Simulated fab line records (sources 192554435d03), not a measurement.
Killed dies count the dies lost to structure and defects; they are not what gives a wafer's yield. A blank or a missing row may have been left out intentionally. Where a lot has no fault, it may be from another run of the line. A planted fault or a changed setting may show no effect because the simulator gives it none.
fab line records	flow n5-finfet	part 1 of 2: steps 1 to 16 of 26
[record] lots = 5	wafers = 15	last-day = 17
route steps=1938 shown BEOL_M7@1295
lots untouched by any fault: they come from a run of this same line in which no faults occurred
start-h: start of the lot's first displayed wafer, in hours after the record's first day	wait-h: how many hours have passed since the lot's step before this one	" unchanged from the row above	L1.1+2: several wafers, shown together as one row	- no value, or no start given	* or withheld: withheld	< > ~ a bound
route shown NAME@n: a module of which the file shows steps, and the number in the route of the first	usual: average and standard deviation across the fault-free wafers	same: alike in all rows	chamber/n: place in a boat	sites: each site's reading	_std_site: how widely they spread, as a standard deviation	_edge_site: the outer-site mean with the inner-site mean subtracted	radius-mm: for every site, how far away it sits from the centre of the wafer	mask NAME#n: copy n	behind: the tool/chamber that last shaped the wafer	hold: the reason the lot was held/the length of the hold in hours/how it ended	device: whichever transistor did not switch (one of n, p or np)	end of line: the route-end tests of the same wafers	a step without rows: its recipe alone	killed: dies lost to structure and defects at the first sort, not the wafer's yield	map: shows each die of a wafer: x if killed, . if not, _ if none is there
set.NAME: the setting as run; set.NAME@STEP: as run at that earlier step	model.NAME: the simulator's own value behind a step, which no gauge read
certain route steps with their lots: each step a table, each wafer a row
services: when a tool's chamber went out of use (start-h, in hours from the record's first day, below 0 if earlier), for how many hours, and the reason
[[steps]]
[step N5_BEOL_M7_DEVELOP_27]
[recipe] develop-time-s = 30	developer = TMAH	resist = CAR-EUV	rinse-liquid = surfactant-rinse	dry = air-spin	dev-temp-c = 23
lot.wafer	tool	chamber	start-h	wait-h
L080.1+3+6	litho-track-02	0	-	-
L085.2+3+6	litho-track-02	0	-	-
L089.1+2+3	litho-track-03	0	-	-
L088.2+5+6	litho-track-02	0	-	-
L095.1+3+6	litho-track-05	0	-	-
[step N5_BEOL_M7_CD_MEAS_28]
[recipe] target-cd-nm = 40	landing-energy-ev = 500	detector = se-inlens
[usual] cd-nm = 40.14/0.27
lot.wafer	tool	chamber	start-h	wait-h	cd-nm
L080.1	cd-sem-01	0	235.59	-	40.18
L080.3	"	0	"	"	40.06
L080.6	"	0	"	"	40.09
L085.2	cd-sem-02	0	284.23	-	40.13
L085.3	"	0	"	"	40.37
L085.6	"	0	"	"	40.11
L089.1	cd-sem-01	0	291.73	-	39.48
L089.2	"	0	"	"	39.51
L089.3	"	0	"	"	39.92
L088.2	cd-sem-01	0	291.91	-	39.99
L088.5	"	0	"	"	40.01
L088.6	"	0	"	"	40.37
L095.1	cd-sem-01	0	338.03	-	39.90
L095.3	"	0	"	"	39.99
L095.6	"	0	"	"	39.67
[step N5_BEOL_M7_OVL_MEAS_29]
[recipe] points-per-wafer = 522
[usual] V6_OVL = 0.3/0.68
lot.wafer	tool	chamber	start-h	wait-h	V6_OVL[nm]
L080.1	overlay-02	0	235.62	0.0	-0.7
L080.3	"	0	"	"	-0.9
L080.6	"	0	"	"	0.1
L085.2	overlay-01	0	284.26	0.0	0.3
L085.3	"	0	"	"	0.0
L085.6	"	0	"	"	0.0
L089.1	overlay-02	0	291.77	0.0	0.9
L089.2	"	0	"	"	0.6
L089.3	"	0	"	"	0.3
L088.2	overlay-01	0	291.95	0.0	-0.2
L088.5	"	0	"	"	0.0
L088.6	"	0	"	"	-0.4
L095.1	overlay-02	0	338.06	0.0	0.9
L095.3	"	0	"	"	0.2
L095.6	"	0	"	"	1.3
[step N5_BEOL_M7_INSPECT_30]
[recipe] mode = adi	inspect-instrument = brightfield
[usual] raw-defect-count = 448/100
lot.wafer	tool	chamber	start-h	wait-h	raw-defect-count
L080.1	defect-inspect-02	-	235.68	0.1	353
L080.3	"	-	"	"	372
L080.6	"	-	"	"	385
L085.2	defect-inspect-01	-	284.31	0.0	486
L085.3	"	-	"	"	507
L085.6	"	-	"	"	547
L089.1	defect-inspect-02	-	291.82	0.1	603
L089.2	"	-	"	"	484
L089.3	"	-	"	"	543
L088.2	defect-inspect-01	-	292.00	0.0	427
L088.5	"	-	"	"	465
L088.6	"	-	"	"	335
L095.1	defect-inspect-02	-	338.12	0.1	290
L095.3	"	-	"	"	409
L095.6	"	-	"	"	340
[step N5_BEOL_M7_DESCUM_33]
[recipe] chemistry = O2	time-s = 7	source-power-w = 50	bias-power-w = 20	pressure-mtorr = 20	rf-frequency-hz = 2.712e+07	temp-c = 40	resist = CAR-EUV	o2-flow-sccm = 225
[usual] drypump-motor-current-A = 5.8/0.42	o2-flow-sccm = 225.0/0.75	oes-product-au = 0.82/0.084	rf-vpp-V = 242.5/1.5	showerhead-plenum-p-Torr = 2.06/0.081	throttle-valve-pct = 20.44/0.22
lot.wafer	tool	chamber	start-h	wait-h	drypump-motor-current-A	o2-flow-sccm	oes-product-au	rf-hours-counter-h	rf-vpp-V	showerhead-plenum-p-Torr	throttle-valve-pct
L080.1	rie-diel-04	3	236.03	0.3	6.0	225.0	0.93	24	244.0	2.05	20.36
L080.3	"	2	"	"	5.5	225.0	0.94	15	242.9	2.17	20.49
L080.6	"	3	"	"	6.0	224.1	0.91	-	243.3	2.05	20.36
L085.2	rie-diel-04	3	284.40	0.1	6.1	225.2	0.89	36	242.3	2.05	20.38
L085.3	"	1	"	"	6.2	225.7	0.77	129	243.9	2.08	20.23
L085.6	"	0	"	"	6.4	223.7	0.76	-	241.3	1.93	20.58
L089.1	rie-diel-02	1	291.86	0.0	5.2	224.7	0.85	58	241.8	2.04	20.11
L089.2	"	0	"	"	5.0	224.9	0.76	183	239.5	1.92	20.61
L089.3	"	2	"	"	5.8	225.1	1.01	2	243.3	2.04	20.00
L088.2	rie-diel-04	0	292.03	0.0	6.4	224.1	0.74	147	240.2	1.93	20.59
L088.5	"	0	"	"	6.4	224.0	0.74	-	240.1	1.93	20.60
L088.6	"	3	"	"	6.0	224.7	0.89	-	241.9	2.05	20.39
L095.1	rie-diel-04	3	338.16	0.0	6.1	224.6	0.87	53	243.3	2.04	20.39
L095.3	"	2	"	"	5.5	224.2	0.89	42	242.2	2.16	20.54
L095.6	"	2	"	"	5.5	225.0	0.88	-	244.3	2.16	20.53
[step N5_BEOL_M7_ETCH_72]
[recipe] chemistry = N2/H2	target = underlayer	target-depth-a = 65	mask-material = CAR-EUV	time-s = 5.2	ion-energy-ev = 200	pressure-mtorr = 30	source-w = 840	bias-w = 150	n2-flow-sccm = 200	h2-flow-sccm = 200	ends = cleared
[usual] drypump-motor-current-A = 5.8/0.42	etch-rf-on-time-s = 5.17/0.11	n2-flow-sccm = 199.9/0.54	oes-product-au = 0.70/0.068	rf-vpp-V = 522.7/3	showerhead-plenum-p-Torr = 2.50/0.095	throttle-valve-pct = 17.83/0.19
lot.wafer	tool	chamber	start-h	wait-h	drypump-motor-current-A	etch-rf-on-time-s	n2-flow-sccm	oes-product-au	rf-hours-counter-h	rf-vpp-V	showerhead-plenum-p-Torr	throttle-valve-pct
L080.1	rie-diel-04	3	236.06	0.0	6.1	5.06	200.3	0.78	24	522.7	2.49	17.63
L080.3	"	2	"	"	5.5	5.27	198.9	0.78	15	523.5	2.59	17.68
L080.6	"	3	"	"	6.1	5.08	199.8	0.79	-	523.5	2.49	17.65
L085.2	rie-diel-04	3	284.44	0.0	6.0	5.08	199.7	0.76	36	520.4	2.48	17.67
L085.3	"	1	"	"	6.2	5.04	199.4	0.67	129	523.2	2.56	17.87
L085.6	"	0	"	"	6.4	5.33	200.7	0.64	-	519.8	2.33	17.95
L089.1	rie-diel-02	1	291.89	0.0	5.2	5.17	200.3	0.71	58	523.8	2.48	17.59
L089.2	"	0	"	"	5.0	5.21	201.2	0.64	183	515.7	2.35	18.08
L089.3	"	2	"	"	5.8	5.12	200.8	0.86	2	525.4	2.51	17.57
L088.2	rie-diel-04	0	292.07	0.0	6.3	5.37	199.2	0.64	147	518.6	2.33	17.95
L088.5	"	0	"	"	6.3	5.31	200.6	0.64	-	520.1	2.33	17.92
L088.6	"	3	"	"	6.1	5.10	199.7	0.76	-	520.0	2.48	17.66
L095.1	rie-diel-04	3	338.19	0.0	6.0	4.98	199.5	0.75	53	524.0	2.48	17.68
L095.3	"	2	"	"	5.5	5.26	199.8	0.73	42	525.9	2.58	17.72
L095.6	"	2	"	"	5.5	5.21	199.6	0.73	-	524.0	2.58	17.69
[step N5_BEOL_M7_ETCH_65]
[recipe] chemistry = CF4	target = SiARC	target-depth-a = 156	mask-material = CAR-EUV	time-s = 26	ion-energy-ev = 80	pressure-mtorr = 40	source-w = 545	bias-w = 36	Ar_flow_sccm = 100	cf4-flow-sccm = 100	ends = cleared
[usual] cf4-flow-sccm = 99.96/0.28	drypump-motor-current-A = 5.8/0.42	etch-rf-on-time-s = 25.7/0.58	oes-product-au = 0.70/0.069	rf-vpp-V = 183.6/1.2	showerhead-plenum-p-Torr = 2.11/0.074	throttle-valve-pct = 15.61/0.22
lot.wafer	tool	chamber	start-h	wait-h	cf4-flow-sccm	drypump-motor-current-A	etch-rf-on-time-s	oes-product-au	rf-hours-counter-h	rf-vpp-V	showerhead-plenum-p-Torr	throttle-valve-pct
L080.1	rie-diel-04	3	236.08	0.0	100.29	6.0	25.0	0.78	24	183.2	2.10	15.45
L080.3	"	2	"	"	99.82	5.5	26.0	0.78	15	185.8	2.20	15.49
L080.6	"	3	"	"	100.37	6.0	25.0	0.80	-	183.4	2.10	15.44
L085.2	rie-diel-04	3	284.46	0.0	100.02	6.0	25.2	0.77	36	183.2	2.09	15.45
L085.3	"	1	"	"	99.76	6.2	25.1	0.67	129	185.8	2.15	15.63
L085.6	"	0	"	"	100.52	6.3	26.8	0.64	-	181.7	2.00	15.81
L089.1	rie-diel-02	1	291.91	0.0	100.54	5.2	25.8	0.71	58	183.4	2.08	15.25
L089.2	"	0	"	"	100.31	5.0	25.4	0.65	183	180.9	1.97	15.79
L089.3	"	2	"	"	99.57	5.7	25.3	0.87	2	183.4	2.11	15.21
L088.2	rie-diel-04	0	292.09	0.0	99.81	6.4	26.9	0.64	147	182.7	2.00	15.81
L088.5	"	0	"	"	99.89	6.4	26.7	0.64	-	183.3	2.00	15.80
L088.6	"	3	"	"	99.58	6.0	25.3	0.77	-	184.2	2.09	15.48
L095.1	rie-diel-04	3	338.21	0.0	99.71	6.0	25.2	0.74	53	184.7	2.09	15.50
L095.3	"	2	"	"	99.81	5.5	26.2	0.74	42	184.2	2.19	15.52
L095.6	"	2	"	"	100.33	5.5	25.9	0.75	-	183.7	2.19	15.53
[step N5_BEOL_M7_ETCH_66]
[recipe] chemistry = N2/H2	target = SOC	target-depth-a = 800	overetch-a = 160	mask-material = SiARC	temp-c = 40	time-s = 120	ion-energy-ev = 200	pressure-mtorr = 30	source-w = 840	bias-w = 150	n2-flow-sccm = 200	h2-flow-sccm = 200
[usual] drypump-motor-current-A = 5.8/0.42	n2-flow-sccm = 200.0/0.6	oes-product-au = 0.62/0.058	rf-vpp-V = 522.6/2.9	showerhead-plenum-p-Torr = 2.50/0.095	throttle-valve-pct = 17.79/0.19
lot.wafer	tool	chamber	start-h	wait-h	drypump-motor-current-A	n2-flow-sccm	oes-product-au	rf-hours-counter-h	rf-vpp-V	showerhead-plenum-p-Torr	throttle-valve-pct
L080.1	rie-diel-04	3	236.11	0.0	6.0	199.6	0.70	24	521.9	2.49	17.61
L080.3	"	2	"	"	5.5	200.8	0.71	15	525.5	2.59	17.63
L080.6	"	3	"	"	6.1	199.6	0.69	-	522.4	2.49	17.62
L085.2	rie-diel-04	3	284.48	0.0	6.0	200.3	0.67	36	523.1	2.48	17.63
L085.3	"	1	"	"	6.2	201.1	0.59	129	525.0	2.56	17.80
L085.6	"	0	"	"	6.3	200.6	0.58	-	517.7	2.33	17.89
L089.1	rie-diel-02	1	291.94	0.0	5.2	199.1	0.64	58	522.2	2.48	17.58
L089.2	"	0	"	"	5.0	200.8	0.57	183	518.5	2.35	18.05
L089.3	"	2	"	"	5.8	199.4	0.76	2	523.5	2.51	17.53
L088.2	rie-diel-04	0	292.11	0.0	6.4	200.2	0.58	147	516.4	2.33	17.89
L088.5	"	0	"	"	6.4	200.5	0.58	-	518.8	2.33	17.90
L088.6	"	3	"	"	6.0	200.3	0.67	-	522.4	2.48	17.64
L095.1	rie-diel-04	3	338.24	0.0	6.1	199.8	0.66	53	523.3	2.48	17.65
L095.3	"	2	"	"	5.5	200.0	0.67	42	528.2	2.58	17.68
L095.6	"	2	"	"	5.5	200.8	0.66	-	525.0	2.58	17.68
[step N5_BEOL_M7_STRIP_69]
[recipe] chemistry = N2/H2	temp-c = 40	n2-flow-sccm = 200	h2-flow-sccm = 200	rf-frequency-hz = 6e+07
lot.wafer	tool	chamber	start-h	wait-h
L080.1+3+6	rie-diel-04	3,2,3	236.19	0.0
L085.2+3+6	rie-diel-04	3,1,0	284.57	0.0
L089.1+2+3	rie-diel-02	1,0,2	292.02	0.0
L088.2+5+6	rie-diel-04	0,0,3	292.19	0.0
L095.1+3+6	rie-diel-04	3,2,2	338.32	0.0
[step N5_BEOL_M7_STRIP_73]
[recipe] chemistry = N2/H2	temp-c = 40	n2-flow-sccm = 200	h2-flow-sccm = 200	rf-frequency-hz = 6e+07
lot.wafer	tool	chamber	start-h	wait-h
L080.1+3+6	rie-diel-04	3,2,3	236.20	0.0
L085.2+3+6	rie-diel-04	3,1,0	284.58	0.0
L089.1+2+3	rie-diel-02	1,0,2	292.03	0.0
L088.2+5+6	rie-diel-04	0,0,3	292.20	0.0
L095.1+3+6	rie-diel-04	3,2,2	338.33	0.0
[step N5_BEOL_M7_VIA_ETCH_34]
[recipe] chemistry = C4F6/O2	target = SiCOH_lowk	target-depth-a = 1255	mask-material = SOC	taper-deg = 4	time-s = 50.5	ion-energy-ev = 250	pressure-mtorr = 30	source-w = 345	bias-w = 185	Ar_flow_sccm = 300	C4F6_flow_sccm = 10	O2_flow_sccm = 10
[usual] drypump-motor-current-A = 5.8/0.42	oes-product-au = 0.82/0.081	rf-vpp-V = 661/11	showerhead-plenum-p-Torr = 2.81/0.099	throttle-valve-pct = 20.93/0.2
lot.wafer	tool	chamber	start-h	wait-h	drypump-motor-current-A	oes-product-au	rf-hours-counter-h	rf-vpp-V	showerhead-plenum-p-Torr	throttle-valve-pct
L080.1	rie-diel-04	3	236.21	0.0	6.0	0.92	24	663	2.79	20.83
L080.3	"	2	"	"	5.5	0.92	15	655	2.91	20.80
L080.6	"	3	"	"	6.0	0.91	-	664	2.79	20.82
L085.2	rie-diel-04	3	284.59	0.0	6.0	0.89	36	664	2.79	20.86
L085.3	"	1	"	"	6.2	0.78	129	654	2.86	20.88
L085.6	"	0	"	"	6.4	0.75	-	673	2.65	21.13
L089.1	rie-diel-02	1	292.04	0.0	5.2	0.84	58	656	2.78	20.57
L089.2	"	0	"	"	5.0	0.75	183	649	2.63	21.10
L089.3	"	2	"	"	5.7	1.01	2	675	2.81	20.59
L088.2	rie-diel-04	0	292.21	0.0	6.4	0.75	147	672	2.65	21.16
L088.5	"	0	"	"	6.4	0.74	-	674	2.65	21.14
L088.6	"	3	"	"	6.1	0.89	-	663	2.79	20.84
L095.1	rie-diel-04	3	338.34	0.0	6.1	0.87	53	663	2.78	20.86
L095.3	"	2	"	"	5.5	0.87	42	655	2.90	20.85
L095.6	"	2	"	"	5.5	0.86	-	654	2.90	20.83
[step N5_BEOL_M7_STRIP_76]
[recipe] chemistry = C4F6/O2	resist = SiARC	rf-frequency-hz = 6e+07
lot.wafer	tool	chamber	start-h	wait-h
L080.1+3+6	rie-diel-04	3,2,3	236.25	0.0
L085.2+3+6	rie-diel-04	3,1,0	284.63	0.0
L089.1+2+3	rie-diel-02	1,0,2	292.08	0.0
L088.2+5+6	rie-diel-04	0,0,3	292.26	0.0
L095.1+3+6	rie-diel-04	3,2,2	338.38	0.0
[step N5_BEOL_M7_STRIP_36]
[recipe] chemistry = N2/H2	power-w = 450	temp-c = 40	pressure-mtorr = 20	rf-frequency-hz = 6e+07	overash-fraction = 0.3	bias-power-w = 7	h2-frac = 0.5	n2-flow-sccm = 200	h2-flow-sccm = 200
[usual] drypump-motor-current-A = 5.8/0.42	n2-flow-sccm = 200.0/0.59	oes-product-au = 0.82/0.083	rf-vpp-V = 58.8/1.3	showerhead-plenum-p-Torr = 2.49/0.095	throttle-valve-pct = 23.63/0.2
lot.wafer	tool	chamber	start-h	wait-h	drypump-motor-current-A	n2-flow-sccm	oes-product-au	rf-hours-counter-h	rf-vpp-V	showerhead-plenum-p-Torr	throttle-valve-pct
L080.1	rie-diel-04	3	236.26	0.0	6.1	199.3	0.91	24	61.5	2.48	23.40
L080.3	"	2	"	"	5.6	200.2	0.93	15	57.7	2.58	23.49
L080.6	"	3	"	"	6.1	200.6	0.93	-	61.0	2.48	23.39
L085.2	rie-diel-04	3	284.64	0.0	6.0	199.6	0.87	36	57.4	2.48	23.41
L085.3	"	1	"	"	6.2	199.6	0.76	129	59.8	2.55	23.63
L085.6	"	0	"	"	6.4	199.3	0.74	-	55.7	2.33	23.76
L089.1	rie-diel-02	1	292.09	0.0	5.2	199.9	0.84	58	59.7	2.47	23.48
L089.2	"	0	"	"	5.0	200.1	0.75	183	59.7	2.34	23.84
L089.3	"	2	"	"	5.7	199.3	1.01	2	59.4	2.51	23.52
L088.2	rie-diel-04	0	292.27	0.0	6.3	200.8	0.76	147	58.1	2.33	23.77
L088.5	"	0	"	"	6.4	201.0	0.74	-	59.5	2.33	23.77
L088.6	"	3	"	"	6.0	199.4	0.88	-	57.7	2.48	23.42
L095.1	rie-diel-04	3	338.39	0.0	6.0	200.2	0.86	53	60.9	2.47	23.40
L095.3	"	2	"	"	5.5	199.7	0.88	42	57.7	2.57	23.54
L095.6	"	2	"	"	5.5	199.5	0.88	-	55.8	2.57	23.56
[step N5_BEOL_M7_TRENCH_ETCH_37]
[recipe] chemistry = C4F6/O2	target-depth-a = 934.78	target = SiCOH_lowk	time-s = 31.2	ion-energy-ev = 250	pressure-mtorr = 30	source-w = 345	bias-w = 185	Ar_flow_sccm = 300	C4F6_flow_sccm = 10	O2_flow_sccm = 10
[usual] drypump-motor-current-A = 5.8/0.42	oes-product-au = 0.82/0.08	rf-vpp-V = 661/11	showerhead-plenum-p-Torr = 2.81/0.099	throttle-valve-pct = 20.96/0.2
lot.wafer	tool	chamber	start-h	wait-h	drypump-motor-current-A	oes-product-au	rf-hours-counter-h	rf-vpp-V	showerhead-plenum-p-Torr	throttle-valve-pct
L080.1	rie-diel-04	3	-	-	6.0	0.92	24	664	2.79	20.86
L080.3	"	2	"	"	5.5	0.93	15	656	2.91	20.83
L080.6	"	3	"	"	6.0	0.93	-	664	2.79	20.86
L085.2	rie-diel-04	3	-	-	6.0	0.89	36	663	2.79	20.87
L085.3	"	1	"	"	6.2	0.77	129	654	2.86	20.92
L085.6	"	0	"	"	6.3	0.75	-	674	2.65	21.18
L089.1	rie-diel-02	1	-	-	5.2	0.85	58	656	2.78	20.59
L089.2	"	0	"	"	5.0	0.75	183	650	2.63	21.14
L089.3	"	2	"	"	5.8	1.01	2	675	2.81	20.63
L088.2	rie-diel-04	0	-	-	6.3	0.75	147	673	2.65	21.19
L088.5	"	0	"	"	6.3	0.75	-	675	2.65	21.19
L088.6	"	3	"	"	6.1	0.89	-	663	2.79	20.87
L095.1	rie-diel-04	3	-	-	6.0	0.87	53	662	2.78	20.91
L095.3	"	2	"	"	5.5	0.88	42	655	2.90	20.88
L095.6	"	2	"	"	5.5	0.87	-	654	2.90	20.87
[step N5_BEOL_M7_ETCH_41]
[recipe] chemistry = CH3F/O2	target = SiCN	target-depth-a = 319	taper-deg = 2	time-s = 57.8	ion-energy-ev = 120	mask-material = TiN	pressure-mtorr = 30	source-w = 395	bias-w = 75	Ar_flow_sccm = 150	CH3F_flow_sccm = 30	O2_flow_sccm = 20
[usual] drypump-motor-current-A = 5.8/0.42	oes-product-au = 0.82/0.08	rf-vpp-V = 296.7/1.8	showerhead-plenum-p-Torr = 1.97/0.072	throttle-valve-pct = 16.33/0.2
lot.wafer	tool	chamber	start-h	wait-h	drypump-motor-current-A	oes-product-au	rf-hours-counter-h	rf-vpp-V	showerhead-plenum-p-Torr	throttle-valve-pct
L080.1	rie-diel-04	3	-	-	6.0	0.91	24	296.1	1.96	16.20
L080.3	"	2	"	"	5.5	0.92	15	297.5	2.05	16.17
L080.6	"	3	"	"	6.1	0.91	-	295.8	1.96	16.20
L085.2	rie-diel-04	3	-	-	6.0	0.88	36	297.3	1.96	16.23
L085.3	"	1	"	"	6.2	0.77	129	297.4	2.01	16.28
L085.6	"	0	"	"	6.3	0.74	-	293.8	1.86	16.53
L089.1	rie-diel-02	1	-	-	5.2	0.84	58	296.3	1.95	15.99
L089.2	"	0	"	"	5.0	0.76	183	293.7	1.84	16.53
L089.3	"	2	"	"	5.8	1.02	2	296.6	1.97	15.95
L088.2	rie-diel-04	0	-	-	6.3	0.75	147	294.5	1.86	16.53
L088.5	"	0	"	"	6.3	0.74	-	293.7	1.86	16.53
L088.6	"	3	"	"	6.1	0.90	-	296.8	1.96	16.23
L095.1	rie-diel-04	3	-	-	6.1	0.86	53	296.0	1.95	16.26
L095.3	"	2	"	"	5.5	0.87	42	297.9	2.04	16.24
L095.6	"	2	"	"	5.5	0.86	-	297.8	2.04	16.21
[step N5_BEOL_M7_STRIP_80]
[recipe] chemistry = N2/H2	time-s = 10	power-w = 450	temp-c = 40	pressure-mtorr = 20	rf-frequency-hz = 6e+07	bias-power-w = 7	n2-flow-sccm = 200	h2-flow-sccm = 200
[usual] drypump-motor-current-A = 5.8/0.42	n2-flow-sccm = 199.9/0.59	oes-product-au = 0.82/0.083	rf-vpp-V = 59.2/0.81	showerhead-plenum-p-Torr = 2.49/0.095	throttle-valve-pct = 23.62/0.2
lot.wafer	tool	chamber	start-h	wait-h	drypump-motor-current-A	n2-flow-sccm	oes-product-au	rf-hours-counter-h	rf-vpp-V	showerhead-plenum-p-Torr	throttle-valve-pct
L080.1	rie-diel-04	3	-	-	6.1	199.6	0.92	24	60.1	2.48	23.38
L080.3	"	2	"	"	5.5	198.8	0.93	15	60.0	2.58	23.50
L080.6	"	3	"	"	6.1	199.9	0.91	-	58.7	2.48	23.39
L085.2	rie-diel-04	3	-	-	6.0	200.9	0.89	36	60.6	2.48	23.39
L085.3	"	1	"	"	6.2	199.7	0.77	129	58.8	2.55	23.62
L085.6	"	0	"	"	6.4	199.4	0.76	-	58.2	2.33	23.76
L089.1	rie-diel-02	1	-	-	5.2	199.4	0.85	58	60.0	2.47	23.50
L089.2	"	0	"	"	5.0	200.2	0.76	183	59.7	2.34	23.84
L089.3	"	2	"	"	5.8	200.2	1.00	2	58.2	2.51	23.54
L088.2	rie-diel-04	0	-	-	6.3	199.3	0.75	147	59.9	2.33	23.75
L088.5	"	0	"	"	6.4	199.5	0.75	-	58.6	2.33	23.76
L088.6	"	3	"	"	6.1	199.6	0.88	-	59.8	2.48	23.39
L095.1	rie-diel-04	3	-	-	6.0	199.7	0.87	53	59.7	2.47	23.43
L095.3	"	2	"	"	5.5	199.5	0.87	42	59.0	2.57	23.54
L095.6	"	2	"	"	5.5	199.6	0.89	-	60.1	2.57	23.53
